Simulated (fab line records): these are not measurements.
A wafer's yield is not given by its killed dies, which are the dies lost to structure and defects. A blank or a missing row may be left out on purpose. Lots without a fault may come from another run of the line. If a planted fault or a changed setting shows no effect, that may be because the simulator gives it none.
fab line records	flow n5Finfet
record lots=15	wafers=44	lastDay=16
route steps=1938 shown PMOS_HMC_CHANNEL_EPI@81 FIN_SAQP@98
lots untouched by any fault: they come from a run of this same line in which no faults occurred
startH: hours from the record's first day to the start of the lot's first wafer shown	waitH: hours since the lot's step before	" identical to the entry in the row above	L1.1+2: a single row standing in for several wafers	- no value, or no start was given	* or withheld: withheld	< > ~ a bound
route shown NAME@n: NAME is a module with steps in the file, n the number in the route of the first one	usual: mean and standard deviation over wafers with no fault	same: alike in all rows	chamber/n: place in a boat	sites: per-site readings	_std_site: their standard deviation	_edge_site: outer sites' mean less inner sites'	radiusMm: how far each site lies from the wafer's centre	mask NAME#n: copy n	behind: the last tool/chamber to shape the wafer	hold: reason for holding the lot/hours on hold/outcome of the hold	device: the transistor (n, p or np) that didn't switch	end of line: the same wafers' tests at the end of the route	where a step has no rows: the recipe by itself	killed: dies that structure and defects cost at the first sort, which is not the same as the wafer's yield	map: dies across one wafer; x = killed, . = not, _ = none there
set.NAME: the setting that was run; set.NAME@STEP: the one run at that earlier step	model.NAME: the simulator's own value behind a step, which no gauge read
the route's steps for a sample of lots (tables are steps, rows are wafers)
services: when a tool's chamber went out of use (startH, in hours from the record's first day, below 0 if earlier), for how many hours, and the reason
## steps
# step N5_PMOS_HMC_CHANNEL_EPI_CMP_21
# recipe material=SiGe30	postCmpClean=alkalineBrush	targetThkNm=54
# usual motorCurrentA=12.2/1.4	retainingRingPressureFrac=1.001/0.0054
lot.wafer	tool	chamber	startH	waitH	motorCurrentA	retainingRingPressureFrac
L825.1	cmp-04	2	31.41	0.0	12.0	1.016
L825.3	"	0	"	"	10.1	0.995
L825.6	"	2	"	"	12.9	1.000
L826.2	cmp-04	0	37.48	0.1	10.4	0.997
L826.6	"	0	"	"	9.6	1.007
L827.2	cmp-01	1	43.16	0.0	12.4	1.001
L827.3	"	0	"	"	12.0	1.006
L827.5	"	1	"	"	12.2	1.002
L828.1	cmp-02	1	49.68	0.1	14.2	1.000
L828.5	"	0	"	"	13.0	0.997
L828.6	"	1	"	"	14.9	0.998
L829.3	cmp-02	3	55.92	0.0	12.7	0.997
L829.1	"	0	"	"	12.6	1.000
L829.5	"	3	"	"	12.8	1.006
L830.4	cmp-02	2	62.38	0.0	11.8	1.002
L830.2	"	3	"	"	12.4	0.996
L830.1	"	0	"	"	12.6	1.000
L831.2	cmp-01	2	67.94	0.0	9.1	1.007
L831.3	"	0	"	"	12.3	0.999
L831.4	"	1	"	"	11.9	0.995
L832.1	cmp-01	1	75.17	0.1	12.0	1.010
L832.6	"	0	"	"	12.1	1.000
L832.5	"	1	"	"	12.7	1.010
L834.3	cmp-02	2	85.79	0.1	11.9	1.006
L834.1	"	0	"	"	13.0	1.006
L834.5	"	2	"	"	11.7	1.004
L835.3	cmp-02	2	91.89	0.1	11.6	0.996
L835.1	"	3	"	"	12.7	1.007
L835.6	"	1	"	"	15.1	0.999
L837.4	cmp-02	1	103.67	0.1	15.3	1.004
L837.1	"	2	"	"	11.7	0.998
L837.5	"	2	"	"	11.9	1.002
L838.1	cmp-02	3	109.87	0.1	12.7	0.994
L838.4	"	0	"	"	12.2	0.993
L838.6	"	2	"	"	11.0	0.992
L839.4	cmp-02	2	115.26	0.0	12.0	0.999
L839.3	"	3	"	"	12.6	0.996
L839.6	"	2	"	"	11.6	1.002
L840.3	cmp-02	2	121.17	0.0	11.7	0.991
L840.2	"	0	"	"	12.7	1.002
L840.5	"	3	"	"	12.8	1.012
L841.1	cmp-04	0	128.40	0.0	10.4	1.007
L841.2	"	2	"	"	12.2	0.991
L841.5	"	0	"	"	10.1	1.005
# step N5_FIN_SAQP_PECVD_47
# recipe material=a-Si	targetThkA=450	tempC=400	precursor=SiH4/He	pressureTorr=3	rfW=100	timeS=36.3
# usual heaterPowerW=819/75	showerheadPlenumPTorr=5.68/0.045	throttleValvePct=18.1/0.76
# same timeS=36.3
lot.wafer	tool	chamber	startH	waitH	heaterPowerW	showerheadPlenumPTorr	throttleValvePct
L825.1	pecvd-02	1	33.33	0.0	809	5.69	17.9
L825.3	"	2	"	"	970	5.65	17.4
L825.6	"	0	"	"	902	5.68	18.8
L826.2	pecvd-01	0	39.36	0.0	767	5.66	17.7
L826.6	"	0	"	"	747	5.65	17.8
L827.2	pecvd-01	0	45.52	0.0	745	5.66	17.7
L827.3	"	0	"	"	758	5.68	17.9
L827.5	"	0	"	"	754	5.65	17.7
L828.1	pecvd-02	1	51.11	0.0	709	5.70	18.1
L828.5	"	1	"	"	711	5.69	18.1
L828.6	"	0	"	"	820	5.69	18.8
L829.1	pecvd-01	0	57.46	0.0	725	5.67	17.7
L829.3	"	2	"	"	749	5.72	19.6
L829.5	"	2	"	"	736	5.72	19.6
L830.1	pecvd-02	2	63.94	0.0	846	5.65	17.2
L830.2	"	0	"	"	912	5.67	18.9
L830.4	"	2	"	"	861	5.63	17.2
L831.2	pecvd-01	0	69.39	0.0	774	5.67	17.8
L831.3	"	1	"	"	886	5.65	17.8
L831.4	"	0	"	"	746	5.65	17.8
L832.1	pecvd-01	0	76.86	0.0	701	5.67	18.0
L832.5	"	0	"	"	713	5.67	17.9
L832.6	"	1	"	"	873	5.66	17.8
L834.1	pecvd-03	0	87.42	0.0	828	5.82	16.9
L834.3	"	1	"	"	860	5.65	19.5
L834.5	"	0	"	"	850	5.80	17.0
L835.1	pecvd-02	1	94.21	0.0	753	5.69	17.7
L835.3	"	0	"	"	877	5.69	18.6
L835.6	"	2	"	"	918	5.63	17.4
L837.1	pecvd-02	1	105.21	0.0	758	5.69	17.9
L837.4	"	2	"	"	950	5.64	17.1
L837.5	"	0	"	"	771	5.68	18.6
L838.1	pecvd-02	2	111.60	0.0	971	5.64	17.6
L838.4	"	2	"	"	963	5.64	17.6
L838.6	"	0	"	"	889	5.68	18.9
L839.3	pecvd-02	0	116.70	0.0	844	5.68	18.9
L839.4	"	2	"	"	844	5.63	17.4
L839.6	"	0	"	"	853	5.66	19.2
L840.2	pecvd-01	2	123.33	0.0	834	5.72	17.7
L840.3	"	1	"	"	808	5.66	18.1
L840.5	"	2	"	"	837	5.71	17.8
L841.1	pecvd-03	1	130.11	0.0	816	5.65	19.7
L841.2	"	0	"	"	786	5.81	17.1
L841.5	"	1	"	"	838	5.66	19.4
# step N5_FIN_SAQP_DEVELOP_15
# recipe developTimeS=30	developer=TMAH	resist=CAR-ArF	devTempC=23	rinseLiquid=diw	dry=airSpin
# usual chillPlateTempC=23.01/0.11	developTimeS=30/0
lot.wafer	tool	chamber	startH	waitH	chillPlateTempC	developTimeS
L825.1	lithoTrack-04	0	33.81	-	22.94	30
L825.3	"	0	"	"	22.90	30
L825.6	"	0	"	"	22.84	30
L826.2	lithoTrack-04	0	40.03	-	23.00	30
L826.6	"	0	"	"	23.01	30
L827.2	lithoTrack-01	0	46.18	-	22.80	30
L827.3	"	0	"	"	22.94	30
L827.5	"	0	"	"	23.07	30
L828.1	lithoTrack-04	0	51.60	-	23.05	30
L828.5	"	0	"	"	23.01	30
L828.6	"	0	"	"	22.98	30
L829.1	lithoTrack-01	0	58.06	-	22.93	30
L829.3	"	0	"	"	23.16	30
L829.5	"	0	"	"	23.01	30
L830.1	lithoTrack-04	0	64.41	-	23.05	30
L830.2	"	0	"	"	23.05	30
L830.4	"	0	"	"	22.92	30
L831.2	lithoTrack-04	0	70.05	-	23.03	30
L831.3	"	0	"	"	22.92	30
L831.4	"	0	"	"	22.87	30
L832.1	lithoTrack-01	0	77.55	-	22.84	30
L832.5	"	0	"	"	23.08	30
L832.6	"	0	"	"	23.04	30
L834.1	lithoTrack-04	0	87.92	-	23.10	30
L834.3	"	0	"	"	22.99	30
L834.5	"	0	"	"	23.18	30
L835.1	lithoTrack-01	0	94.80	-	23.10	30
L835.3	"	0	"	"	22.99	30
L835.6	"	0	"	"	22.97	30
L837.1	lithoTrack-05	0	105.80	-	23.07	30
L837.4	"	0	"	"	23.18	30
L837.5	"	0	"	"	23.09	30
L838.1	lithoTrack-01	0	112.07	-	22.91	30
L838.4	"	0	"	"	22.97	30
L838.6	"	0	"	"	22.96	30
L839.3	lithoTrack-01	-	117.17	-	-	-
L839.4	"	-	"	"	-	-
L839.6	"	-	"	"	-	-
L840.2	lithoTrack-01	-	124.02	-	-	-
L840.3	"	-	"	"	-	-
L840.5	"	-	"	"	-	-
L841.1	lithoTrack-01	-	130.58	-	-	-
L841.2	"	-	"	"	-	-
L841.5	"	-	"	"	-	-
# step N5_FIN_SAQP_STRIP_55
# recipe chemistry=N2/H2	powerW=500	tempC=40	pressureMtorr=50	rfFrequencyHz=6e+07	overashFraction=0.3	biasPowerW=28	h2Frac=0.5	n2FlowSccm=300	h2FlowSccm=300
# usual drypumpMotorCurrentA=5.9/0.52	oesProductAu=0.79/0.071	rfVppV=122.0/1.5	showerheadPlenumPTorr=3.37/0.11	tempC=39.99/0.11	throttleValvePct=19.0/0.4
lot.wafer	tool	chamber	startH	waitH	drypumpMotorCurrentA	oesProductAu	rfHoursCounterH	rfVppV	showerheadPlenumPTorr	tempC	throttleValvePct
L825.1	rieDiel-06	1	34.45	0.2	5.8	0.90	29	119.0	3.29	40.12	18.8
L825.3	"	2	"	"	4.9	0.76	155	120.2	3.37	40.08	19.6
L825.6	"	0	"	"	6.4	0.81	-	121.0	3.42	40.04	19.1
L826.2	rieDiel-04	2	40.61	0.1	6.0	0.91	23	123.1	3.56	39.89	19.0
L826.6	"	1	"	"	5.9	0.72	-	120.8	3.46	39.72	18.9
L827.2	rieDiel-04	1	46.72	0.1	5.9	0.75	204	120.6	3.46	39.83	18.8
L827.3	"	2	"	"	6.0	0.91	26	122.7	3.56	39.97	19.0
L827.5	"	1	"	"	5.8	0.73	-	122.3	3.46	39.97	18.9
L828.1	rieDiel-06	3	52.47	0.1	6.4	0.78	132	122.0	3.51	40.20	19.3
L828.5	"	1	"	"	5.8	0.88	-	121.8	3.29	39.98	18.9
L828.6	"	0	"	"	6.4	0.80	-	121.5	3.41	40.09	19.1
L829.1	rieDiel-06	1	58.69	0.1	5.8	0.90	36	122.2	3.29	40.16	18.9
L829.3	"	2	"	"	5.0	0.76	162	123.8	3.37	39.97	19.7
L829.5	"	2	"	"	4.9	0.75	-	123.8	3.37	40.08	19.7
L830.1	rieDiel-02	3	65.00	0.1	6.8	0.71	196	122.6	3.31	39.96	19.1
L830.2	"	1	"	"	6.4	0.90	32	121.9	3.41	40.02	18.5
L830.4	"	2	"	"	5.9	0.74	197	120.4	3.31	39.96	18.4
L831.2	rieDiel-06	0	70.59	0.1	6.4	0.80	86	120.9	3.41	39.96	19.1
L831.3	"	2	"	"	4.9	0.76	166	120.2	3.36	39.84	19.7
L831.4	"	2	"	"	4.9	0.77	-	123.2	3.36	39.80	19.7
L832.1	rieDiel-06	1	78.45	0.1	5.8	0.89	44	120.9	3.28	39.88	18.8
L832.5	"	2	"	"	4.9	0.77	-	121.9	3.36	39.98	19.7
L832.6	"	1	"	"	5.8	0.88	-	122.2	3.28	39.88	18.8
L834.1	rieDiel-02	2	88.52	0.1	5.9	0.71	206	120.6	3.30	39.98	18.4
L834.3	"	1	"	"	6.3	0.86	41	121.9	3.41	39.87	18.5
L834.5	"	1	"	"	6.3	0.86	-	121.1	3.41	39.95	18.5
L835.1	rieDiel-06	2	95.34	0.1	4.9	0.76	175	124.1	3.36	40.03	19.7
L835.3	"	1	"	"	5.7	0.87	49	121.9	3.28	39.88	18.8
L835.6	"	2	"	"	4.9	0.75	-	121.0	3.36	40.03	19.7
L837.1	rieDiel-04	3	106.57	0.1	5.8	0.71	222	122.6	3.19	40.01	18.4
L837.4	"	1	"	"	5.9	0.72	226	123.8	3.45	40.06	18.9
L837.5	"	3	"	"	5.9	0.71	-	121.3	3.19	39.95	18.4
L838.1	rieDiel-02	3	112.61	0.1	6.8	0.68	211	121.8	3.30	40.01	19.2
L838.4	"	2	"	"	5.9	0.72	214	123.3	3.30	39.94	18.4
L838.6	"	2	"	"	5.9	0.73	-	120.5	3.30	39.99	18.4
L839.3	rieDiel-06	0	117.74	0.1	6.4	0.76	103	122.4	3.40	40.11	19.1
L839.4	"	1	"	"	5.8	0.85	-	123.2	3.28	39.82	18.9
L839.6	"	0	"	"	6.4	0.76	-	120.8	3.40	39.98	19.1
L840.2	rieDiel-06	0	125.12	0.1	6.3	0.76	106	121.2	3.40	39.93	19.1
L840.3	"	1	"	"	5.8	0.85	61	122.3	3.27	39.84	18.9
L840.5	"	2	"	"	4.9	0.74	-	122.2	3.35	39.82	19.7
L841.1	rieDiel-04	2	131.13	0.1	6.0	0.86	55	121.6	3.54	39.88	19.0
L841.2	"	1	"	"	5.8	0.70	233	123.9	3.44	39.82	18.9
L841.5	"	2	"	"	6.0	0.87	-	122.4	3.54	40.00	19.0
## services
tool	chamber	startH	hours	kind
pecvd-01	-	8.06	0.9	repair
rieDiel-02	2	21.76	3.5	repair
rieDiel-06	-	25.96	1.4	repair
cmp-02	-	29.04	1.4	repair
cmp-02	-	31.60	3.1	repair
pecvd-01	2	38.60	2.1	scheduledDown
pecvd-01	2	40.76	13.3	repair
rieDiel-02	2	45.24	3.8	repair
cmp-01	-	56.47	6.3	repair
rieDiel-06	0	56.88	6.4	repair
rieDiel-04	-	59.92	0.3	repair
cmp-04	-	62.84	2.3	repair
cmp-01	-	64.07	2.1	repair
rieDiel-06	3	67.20	121.0	repair
rieDiel-02	3	68.22	5.0	repair
cmp-01	-	73.19	1.0	repair
cmp-01	-	81.62	1.6	repair
cmp-04	-	91.80	2.4	repair
rieDiel-02	2	98.16	2.6	repair
cmp-02	-	99.23	0.9	repair
pecvd-01	-	104.26	0.7	repair
rieDiel-02	3	114.24	1.8	repair
cmp-04	-	116.20	4.0	pm
pecvd-01	0	120.29	5.2	repair
## key
firstSign step=N5_FIN_SAQP_DEVELOP_15	reading=toolRecord	direction=missing
effect none on later readings
metAt N5_FIN_SAQP_DEVELOP_15
struckLots L839,L840,L841
laterRowsLeftOut L839.3,L839.4,L839.6,L840.2,L840.3,L840.5,L841.1,L841.2,L841.5
sortLeftOut L839.3,L839.4,L839.6,L840.2,L840.3,L840.5,L841.1,L841.2,L841.5
testerLeftOut L839,L840,L841
notActingAt N5_PMOS_HMC_CHANNEL_EPI_CMP_21,N5_FIN_SAQP_PECVD_47,N5_FIN_SAQP_STRIP_55
onsetBetween 112.07 117.17
fault kind=skippedStepWhole	tool=lithoTrack-01	chamber=-	onsetH=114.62	steps=N5_FIN_SAQP_DEVELOP_15	scope=struckLotsOnly
# testerLeftOut: of these lots the tester's yield and bins aren't shown, on N5 and GAA mostly nor the transistor test; their killed dies are dies lost to structure and defects alone, not to doping, threshold or leakage, so they don't give the yield
# sortLeftOut: the simulated sort isn't trusted on such a fault, so these wafers' sort isn't shown, and their yield isn't known
# laterRowsLeftOut: the simulator's readings of these wafers behind a module that went badly wrong aren't trusted and aren't shown, but for the sort
